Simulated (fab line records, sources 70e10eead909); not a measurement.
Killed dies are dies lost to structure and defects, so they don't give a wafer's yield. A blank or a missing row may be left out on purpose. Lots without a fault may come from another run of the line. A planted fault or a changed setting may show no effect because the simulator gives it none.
fab line records | flow nand_harc
record lots=12 wafers=36 last_day=25
route steps=1159 shown A_BLC@978 END@1159
lots that met no fault: from a run of the same line without faults
start_h: hours from the record's first day to the start of the lot's first wafer shown | wait_h: hours since the lot's step before | " the same as in the row above | L1.1+2: a row that stands for several wafers | - no value, or no start given | * or withheld: withheld | < > ~ a bound
route shown NAME@n: a module of which the file shows steps, and the number in the route of the first | usual: mean/standard deviation of fault-free wafers | same: alike in all rows | chamber/n: place in a boat | sites: the reading at each site | _std_site: their standard deviation | _edge_site: outer sites' mean less inner sites' | radius_mm: how far each site lies from the wafer's centre | mask NAME#n: copy n | behind: the tool/chamber that last shaped the wafer | hold: why the lot was held/for how many hours/how that ended | device: the transistor (n, p or np) that didn't switch | end of line: the same wafers' tests at the end of the route | a step without rows: its recipe alone | killed: dies lost to structure and defects at the first sort, not the wafer's yield | map: a wafer's dies, x killed, . not, _ none there
set.NAME: the setting as run; set.NAME@STEP: as run at that earlier step | model.NAME: the simulator's own value behind a step, which no gauge read
steps of the route over a sample of lots; a table a step, a row a wafer
services: from which hour (start_h, from the record's first day; less than 0 if before it) a tool's chamber was out of use, for how many hours, and why
## steps
# step NHARC_A_BLC_ETCH_16
# recipe target_depth_a=390 over_etch_frac=0.3 time_s=65 ion_energy_ev=80 cf4_flow_sccm=150 ar_flow_sccm=0 rf_w=300 bias_w=100 chemistry=CF4
# usual drypump_motor_current_A=6.0/0.39 oes_product_au=0.996/0.0098 rf_vpp_V=151.0/1 showerhead_plenum_p_Torr=1.74/0.071 throttle_valve_pct=13.283/0.0093
# columns lot.wafer tool chamber start_h wait_h drypump_motor_current_A oes_product_au rf_hours_counter_h rf_vpp_V showerhead_plenum_p_Torr throttle_valve_pct
L406.2 rie_diel-01 2 394.00 0.1 5.8 0.999 27 149.3 1.67 13.280
L406.3 " 0 " " 5.8 1.010 27 149.7 1.73 13.290
L406.6 " 3 " " 6.0 0.991 - 151.3 1.77 13.285
L407.1 rie_diel-01 2 395.53 0.1 5.8 1.003 27 151.2 1.67 13.274
L407.4 " 0 " " 5.7 1.004 28 151.0 1.73 13.280
L407.5 " 1 " " 5.6 1.002 - 149.1 1.66 13.286
L408.1 rie_diel-01 2 396.92 0.1 5.8 1.013 28 149.6 1.67 13.278
L408.6 " 3 " " 6.0 1.008 - 152.0 1.77 13.285
L408.5 " 0 " " 5.7 1.015 - 150.5 1.73 13.296
L409.4 rie_diel-12 1 410.11 0.1 6.5 0.990 2 152.5 1.80 13.298
L409.1 " 2 " " 6.5 0.992 1 150.4 1.77 13.279
L409.6 " 3 " " 5.7 0.987 - 150.9 1.70 13.285
L413.1 rie_diel-12 0 457.21 0.1 5.8 0.996 6 150.1 1.66 13.269
L413.2 " 2 " " 6.5 0.991 6 151.2 1.77 13.278
L413.4 " 3 " " 5.7 0.992 6 150.2 1.70 13.282
L417.1 rie_diel-12 2 477.77 0.1 6.5 0.997 8 151.8 1.77 13.283
L417.6 " 1 " " 6.5 0.994 - 151.3 1.80 13.268
L417.4 " 0 " " 5.8 0.994 - 151.5 1.66 13.280
L420.1 rie_diel-01 0 479.06 0.1 5.7 1.015 61 151.3 1.72 13.282
L420.2 " 2 " " 5.8 1.006 59 149.6 1.66 13.287
L420.5 " 0 " " 5.7 1.024 - 151.6 1.72 13.284
L422.3 rie_diel-08 0 497.08 0.1 5.4 1.002 1 152.4 1.88 13.275
L422.1 " 1 " " 5.9 0.994 1 150.1 1.80 13.291
L422.4 " 2 " " 6.0 0.992 1 150.1 1.65 13.279
L425.4 rie_diel-12 2 501.06 0.1 6.5 0.973 11 153.1 1.77 13.282
L425.3 " 0 " " 5.8 1.000 12 150.1 1.66 13.297
L425.6 " 3 " " 5.7 0.984 - 151.6 1.70 13.295
L424.3 rie_diel-08 1 507.96 0.1 5.9 0.991 2 152.2 1.80 13.271
L424.1 " 2 " " 5.9 0.991 3 150.2 1.65 13.281
L424.2 " 3 " " 6.5 1.001 3 151.7 1.73 13.287
L426.1 rie_diel-08 1 522.28 0.1 5.9 0.985 3 151.5 1.80 13.282
L426.2 " 2 " " 5.9 0.987 4 149.5 1.65 13.275
L426.6 " 0 " " 5.4 0.994 - 152.7 1.88 13.280
L428.1 rie_diel-08 1 537.79 0.1 5.9 0.991 5 150.1 1.80 13.276
L428.3 " 3 " " 6.5 0.999 6 150.0 1.73 13.276
L428.6 " 1 " " 5.9 1.004 - 152.0 1.80 13.284
# step NHARC_A_BLC_ETCH_18
# recipe target_depth_a=9100 c4f8_flow_sccm=20 o2_flow_sccm=10 ar_flow_sccm=withheld rf_w=600 bias_w=1500 chemistry=C4F8/O2/Ar
# usual oes_product_au=0.951/0.022 rf_vpp_V=976/5.8
# columns lot.wafer tool chamber start_h wait_h oes_product_au rf_hours_counter_h rf_vpp_V
L406.2 rie_diel-01 1 - - 0.973 24 970
L406.3 " 3 " " 0.976 28 978
L406.6 " 2 " " 0.994 - 970
L407.4 rie_diel-01 2 - - 0.957 28 968
L407.1 " 3 " " 0.962 29 979
L407.5 " 0 " " 0.973 - 974
L408.1 rie_diel-01 0 - - 0.993 28 975
L408.6 " 1 " " 0.985 - 969
L408.5 " 2 " " 0.973 - 970
L409.1 rie_diel-12 0 - - 0.980 2 970
L409.4 " 2 " " 0.947 2 980
L409.6 " 0 " " 0.977 - 969
L413.1 rie_diel-12 3 - - 0.966 6 973
L413.4 " 0 " " 0.964 6 970
L413.2 " 1 " " 0.952 6 981
L417.1 rie_diel-12 1 - - 0.953 8 980
L417.6 " 0 " " 0.971 - 969
L417.4 " 2 " " 0.955 - 979
L420.1 rie_diel-01 3 - - 0.923 61 976
L420.2 " 0 " " 0.940 62 974
L420.5 " 1 " " 0.923 - 969
L422.1 rie_diel-08 2 - - 0.934 1 969
L422.4 " 0 " " 0.941 1 987
L422.3 " 1 " " 0.952 1 981
L425.3 rie_diel-12 2 - - 0.960 11 976
L425.4 " 0 " " 0.957 12 969
L425.6 " 3 " " 0.949 - 974
L424.1 rie_diel-08 3 - - 0.959 3 975
L424.2 " 0 " " 0.976 3 986
L424.3 " 2 " " 0.956 3 967
L426.1 rie_diel-08 0 - - 0.978 4 986
L426.2 " 1 " " 0.974 3 982
L426.6 " 0 " " 0.981 - 988
L428.1 rie_diel-08 1 - - 0.924 5 981
L428.3 " 2 " " 0.924 6 969
L428.6 " 1 " " 0.934 - 981
# step NHARC_A_BLC_CVD_24
# recipe target_thk_a=1500 temp_c=300 pressure_torr=40 wf6_flow_sccm=40 h2_flow_sccm=1600 ar_flow_sccm=1560 time_s=434 material=W
# usual heater_power_w=506/93 susceptor_temp_C=299.93/0.17 throttle_valve_pct=7.65/0.2
# columns lot.wafer tool chamber start_h wait_h heater_power_w susceptor_temp_C throttle_valve_pct
L406.2 cvd_w-01 0 - - 396 - 7.59
L406.3 " 0 " " 401 - 7.74
L406.6 " 1 " " 645 - 7.45
L407.1 cvd_w-01 1 - - 645 299.80 7.76
L407.4 " 1 " " 642 299.87 7.64
L407.5 " 1 " " 637 299.83 7.59
L408.1 cvd_w-02 1 - - 471 299.95 7.87
L408.6 " 0 " " 521 299.94 7.87
L408.5 " 1 " " 481 299.99 7.65
L409.1 cvd_w-01 1 - - 647 300.10 7.54
L409.4 " 0 " " 393 299.67 7.23
L409.6 " 0 " " 387 300.07 7.26
L413.2 cvd_w-02 1 - - 477 - 7.84
L413.1 " 0 " " 527 - 7.67
L413.4 " 0 " " 514 - 7.87
L417.1 cvd_w-02 0 - - 515 - 7.82
L417.4 " 1 " " 467 - 7.84
L417.6 " 1 " " 472 - 7.67
L420.2 cvd_w-02 0 - - 522 - 7.82
L420.1 " 1 " " 480 - 7.77
L420.5 " 0 " " 519 - 7.80
L422.1 cvd_w-01 0 - - 376 - 7.56
L422.3 " 1 " " 631 - 7.59
L422.4 " 0 " " 378 - 7.56
L425.4 cvd_w-02 1 - - 469 299.99 8.00
L425.3 " 0 " " 527 299.81 7.77
L425.6 " 1 " " 462 300.03 7.83
L424.2 cvd_w-02 0 - - 514 299.94 7.88
L424.1 " 1 " " 464 299.93 7.90
L424.3 " 0 " " 526 299.85 7.60
L426.1 cvd_w-02 1 - - 489 - 7.85
L426.2 " 0 " " 518 - 7.79
L426.6 " 0 " " 507 - 7.56
L428.1 cvd_w-01 0 - - 368 - 7.25
L428.3 " 0 " " 366 - 7.60
L428.6 " 0 " " 383 - 7.66
# step NHARC_A_BLC_CMP_25
# recipe t_overpolish_s=30 target_thk_nm=150
# usual edge_zone_pressure_frac=1.000/0.005 motor_current_A=13.1/1.3 overpolish_run_s=30.000/0.0089 time_to_endpoint_s=30.5/2.7
# columns lot.wafer tool chamber start_h wait_h edge_zone_pressure_frac motor_current_A overpolish_run_s time_to_endpoint_s
L406.2 cmp-02 2 402.25 0.4 0.999 14.3 29.997 29.5
L406.3 " 1 " " 1.004 12.7 30.012 36.3
L406.6 " 2 " " 0.999 13.8 30.002 31.5
L407.4 cmp-04 1 403.14 0.3 0.996 14.9 29.998 33.1
L407.1 " 2 " " 0.995 13.6 30.011 32.3
L407.5 " 0 " " 1.004 13.0 29.995 27.8
L408.1 cmp-03 3 403.33 0.4 0.999 12.7 29.985 29.6
L408.5 " 1 " " 1.000 12.0 29.988 31.5
L408.6 " 2 " " 1.006 13.8 30.021 25.4
L409.4 cmp-02 0 412.73 0.4 1.010 12.8 29.992 27.9
L409.1 " 1 " " 1.001 13.2 29.999 34.7
L409.6 " 2 " " 0.996 13.6 30.006 30.2
L413.1 cmp-02 3 463.98 0.4 0.999 9.5 29.996 29.9
L413.2 " 0 " " 1.003 12.3 30.004 28.0
L413.4 " 1 " " 1.000 13.0 30.004 30.1
L417.1 cmp-02 2 493.06 0.4 - - - -
L417.4 " 3 " " - - - -
L417.6 " 2 " " - - - -
L420.1 cmp-03 2 493.52 0.4 - - - -
L420.2 " 3 " " - - - -
L420.5 " 1 " " - - - -
L422.3 cmp-03 1 505.98 0.3 1.004 12.0 30.008 34.3
L422.1 " 2 " " 0.998 14.1 30.000 27.9
L422.4 " 0 " " 1.007 13.2 30.002 30.7
L425.3 cmp-03 1 507.29 0.4 0.994 12.9 30.001 35.4
L425.4 " 2 " " 0.999 13.4 29.991 29.6
L425.6 " 0 " " 1.002 14.0 30.005 28.2
L424.2 cmp-04 2 511.97 0.5 1.006 14.7 30.000 29.0
L424.3 " 3 " " 1.005 13.4 29.995 30.6
L424.1 " 0 " " 0.996 12.6 29.987 30.4
L426.1 cmp-04 1 529.68 0.5 1.000 15.4 30.003 28.9
L426.2 " 2 " " 0.998 13.3 29.992 27.9
L426.6 " 3 " " 0.989 13.1 29.994 32.2
L428.3 cmp-03 0 540.33 0.4 1.007 13.0 29.999 24.8
L428.1 " 1 " " 1.001 12.8 30.014 32.4
L428.6 " 2 " " 0.997 14.9 30.013 26.5
# step NHARC_A_BLC_INSPECT_28
# usual raw_defect_count=420/120
# columns lot.wafer tool chamber start_h wait_h raw_defect_count
L406.2 defect_inspect-02 - 402.66 0.1 376
L406.3 " - " " 427
L406.6 " - " " 498
L407.1 defect_inspect-02 - 403.51 0.1 321
L407.4 " - " " 350
L407.5 " - " " 283
L408.1 defect_inspect-01 - 403.69 0.1 305
L408.5 " - " " 280
L408.6 " - " " 271
L409.1 defect_inspect-02 - 413.08 0.1 767
L409.4 " - " " 710
L409.6 " - " " 590
L413.1 defect_inspect-02 - 464.39 0.1 321
L413.2 " - " " 362
L413.4 " - " " 268
L417.1 defect_inspect-01 - 493.44 0.1 6818
L417.4 " - " " 6686
L417.6 " - " " 6861
L420.1 defect_inspect-01 - 493.88 0.1 6745
L420.2 " - " " 6817
L420.5 " - " " 6618
L422.1 defect_inspect-02 - 506.39 0.1 692
L422.3 " - " " 487
L422.4 " - " " 363
L425.3 defect_inspect-01 - 507.65 0.1 430
L425.4 " - " " 402
L425.6 " - " " 319
L424.1 defect_inspect-02 - 512.35 0.1 415
L424.2 " - " " 375
L424.3 " - " " 349
L426.1 defect_inspect-01 - 530.04 0.1 530
L426.2 " - " " 363
L426.6 " - " " 300
L428.1 defect_inspect-02 - 540.68 0.1 360
L428.3 " - " " 437
L428.6 " - " " 376
# step NHARC_END_SORT_01
# recipe temp_c=25
# usual killed_at_array=26/11 killed_at_other=0.4/0.78 killed_at_periphery=3.4/2.4 killed_dies=29/11 killed_open=3.1/1.9 killed_short=1.9/1.4
# same gross_dies=677
# columns lot.wafer tool chamber start_h wait_h killed_at_array killed_at_other killed_at_periphery killed_dies killed_open killed_short
L420.1 prober-01 0 567.79 2.5 674 0 3 677 1 3
L420.2 prober-01 0 568.58 2.8 675 0 2 677 3 1
L420.5 prober-01 0 570.94 3.7 673 0 4 677 2 5
L417.1 prober-02 0 567.97 2.5 676 0 1 677 3 4
L417.4 prober-02 0 570.40 3.4 669 1 7 677 5 0
L417.6 prober-02 0 572.03 4.1 669 1 7 677 8 1
# killed by level:class
L420.1 A_BLC:area_cmp=648 A_CHANNEL_HOLE_D1:chamber_film_flake=8 A_SLIT:chamber_film_flake=6 A_CONTACT:chamber_film_flake=4 A_ZERO_WELL:chamber_film_flake=2 A_WL_FILL:chamber_film_flake=2 P_M0:geometric_particle:open=1 P_M0:geometric_particle:short=1
L417.1 A_BLC:area_cmp=654 A_STAIRCASE:chamber_film_flake=6 A_CHANNEL_HOLE_D1:chamber_film_flake=4 A_WL_FILL:chamber_film_flake=3 A_SOURCE_PLATE:geometric_particle:open=1 A_ONON_D1:geometric_particle:short=1 A_CHANNEL_HOLE_D1:geometric_particle:short=1 A_CHANNEL_FILL_D1:geometric_particle:short=1
L420.2 A_BLC:area_cmp=645 A_SLIT:chamber_film_flake=18 A_CHANNEL_HOLE_D1:chamber_film_flake=3 A_ZERO_WELL:chamber_film_flake=2 A_CHANNEL_FILL_D1:geometric_particle:open=1 A_WL_FILL:geometric_particle:short=1 A_CONTACT:geometric_particle:open=1 A_M1:geometric_particle:open=1
L417.4 A_BLC:area_cmp=645 A_STAIRCASE:chamber_film_flake=12 P_ZERO_WELL:chamber_film_flake=3 A_CHANNEL_HOLE_D1:chamber_film_flake=3 A_CONTACT:chamber_film_flake=3 A_CONTACT:geometric_particle:open=2 P_GATE:chamber_film_flake=2 A_WL_FILL:chamber_film_flake=2
L420.5 A_BLC:area_cmp=649 A_SLIT:chamber_film_flake=8 A_CHANNEL_HOLE_D1:chamber_film_flake=5 A_CHANNEL_FILL_D1:geometric_particle:short=2 A_STAIRCASE:chamber_film_flake=2 A_CONTACT:chamber_film_flake=2 P_GATE:geometric_particle:open=1 P_M1:geometric_particle:short=1
L417.6 A_BLC:area_cmp=651 A_STAIRCASE:chamber_film_flake=7 A_CONTACT:geometric_particle:open=4 P_GATE:chamber_film_flake=2 P_M1:chamber_film_flake=2 A_CHANNEL_HOLE_D1:chamber_film_flake=2 A_CONTACT:chamber_film_flake=2 P_STI:geometric_particle:open=1
## services
# columns tool chamber start_h hours kind
rie_diel-12 - 379.43 9.0 pm
cmp-03 - 379.62 1.2 repair
cmp-04 - 380.03 2.5 repair
cvd_w-02 - 383.59 13.0 pm
cmp-04 - 399.01 4.0 pm
cvd_w-02 - 411.72 1.0 repair
cmp-03 - 415.81 1.8 repair
cmp-04 - 425.27 0.3 repair
cmp-02 - 426.86 4.0 pm
cmp-04 - 435.83 1.7 repair
cmp-03 - 450.00 4.0 pm
cmp-03 - 456.41 2.1 repair
rie_diel-08 1 456.44 8.4 repair
cvd_w-01 0 466.33 2.9 repair
rie_diel-12 3 466.63 19.6 repair
cmp-02 - 472.86 0.8 repair
cvd_w-01 - 476.86 13.0 pm
rie_diel-08 - 478.84 9.0 pm
cmp-02 - 481.11 1.6 repair
rie_diel-01 - 493.07 9.0 pm
rie_diel-08 - 500.71 0.4 repair
rie_diel-08 1 509.17 7.4 repair
cmp-02 - 524.86 4.0 pm
rie_diel-01 0 538.32 4.7 repair
## key
first_sign step=NHARC_A_BLC_CMP_25 reading=tool_record direction=missing
effect step=NHARC_A_BLC_INSPECT_28 reading=raw_defect_count direction=up sigmas=53 usual=420 struck=6758
effect step=NHARC_END_SORT_01 reading=killed_at_array direction=up sigmas=61 usual=26 struck=673
more_kills_born_at NHARC_A_BLC_CMP_25@cmp-02=1949 NHARC_A_BLC_CMP_25@cmp-03=1942
met_at NHARC_A_BLC_CMP_25
struck_lots L417,L420
later_rows_left_out L417.1,L417.4,L417.6,L420.1,L420.2,L420.5
tester_left_out L417,L420
not_acting_at NHARC_A_BLC_ETCH_16,NHARC_A_BLC_ETCH_18,NHARC_A_BLC_CVD_24
onset_between 463.98 493.06
fault kind=skipped_step_whole tool=cmp-02,cmp-03 chamber=- onset_h=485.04 steps=NHARC_A_BLC_CMP_25 scope=struck_lots_only
# tester_left_out: of these lots the tester's yield and bins aren't shown, on N5 and GAA mostly nor the transistor test; their killed dies are dies lost to structure and defects alone, not to doping, threshold or leakage, so they don't give the yield
# later_rows_left_out: the simulator's readings of these wafers behind a module that went badly wrong aren't trusted and aren't shown, but for the sort
